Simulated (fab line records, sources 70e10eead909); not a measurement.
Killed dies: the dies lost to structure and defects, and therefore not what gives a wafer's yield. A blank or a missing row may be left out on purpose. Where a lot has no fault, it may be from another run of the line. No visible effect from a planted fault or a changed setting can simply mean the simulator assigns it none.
Matching of chambers | flow nand-harc | pecvd-02 running NHARC_A_ONON_D2_DEP_33: 3 sister chambers
The step deposits SiO2, target thk 200 nm. 6 wafers are shown with their chamber, then 12 later ones without.

## EACH WAFER AND ITS CHAMBER
wafer  | chamber | heater-power-w (W) | throttle-valve-pct (%)
L087.3 | 2       | 434                | 16.2
L087.6 | 2       | 430                | 16.2
L091.5 | 0       | 605                | 15.4
L092.2 | 1       | 456                | 16.5
L092.4 | 0       | 575                | 15.7
L092.6 | 1       | 475                | 16.4

## WAFERS WITH NO CHAMBER GIVEN
wafer  | heater-power-w (W) | throttle-valve-pct (%)
L093.3 | 508                | 16.5
L093.5 | 512                | 16.8
L093.6 | 456                | 16.4
L097.2 | 518                | 16.3
L097.3 | 442                | 16.5
L097.4 | 459                | 16.4
L097.1 | 576                | 15.3
L097.5 | 584                | 15.7
L097.6 | 526                | 16.5
L095.1 | 575                | 15.4
L095.3 | 501                | 16.4
L095.5 | 405                | 16.4

## WHICH CHAMBER EACH WENT THROUGH
wafer  | from the rows above     | in truth
L093.3 | 1                       | 1
L093.5 | 1                       | 1
L093.6 | can't be placed: 1 or 2 | 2
L097.2 | 1                       | 1
L097.3 | can't be placed: 1 or 2 | 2
L097.4 | can't be placed: 1 or 2 | 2
L097.1 | 0                       | 0
L097.5 | 0                       | 0
L097.6 | 1                       | 1
L095.1 | 0                       | 0
L095.3 | 1                       | 1
L095.5 | can't be placed: 2 or 1 | 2
Placed correctly: 8 of 12. Unplaceable from these rows: 4, with the true chamber sitting among the candidates in 4. Number placed wrongly: 0.
How it was worked out, from the rows above alone: a wafer's distance from a chamber is the root of the sum, over the readings, of the square of ((its reading less the chamber's mean) divided by the reading's scatter). The wafer belongs to the nearest chamber; if the next one is less than 2 further off, it can't be placed. The mean given for a chamber averages the wafers shown for that chamber. The scatter: the root of (the sum of the squares of (reading less its chamber's mean) over the shown wafers, divided by (wafers less chambers)).
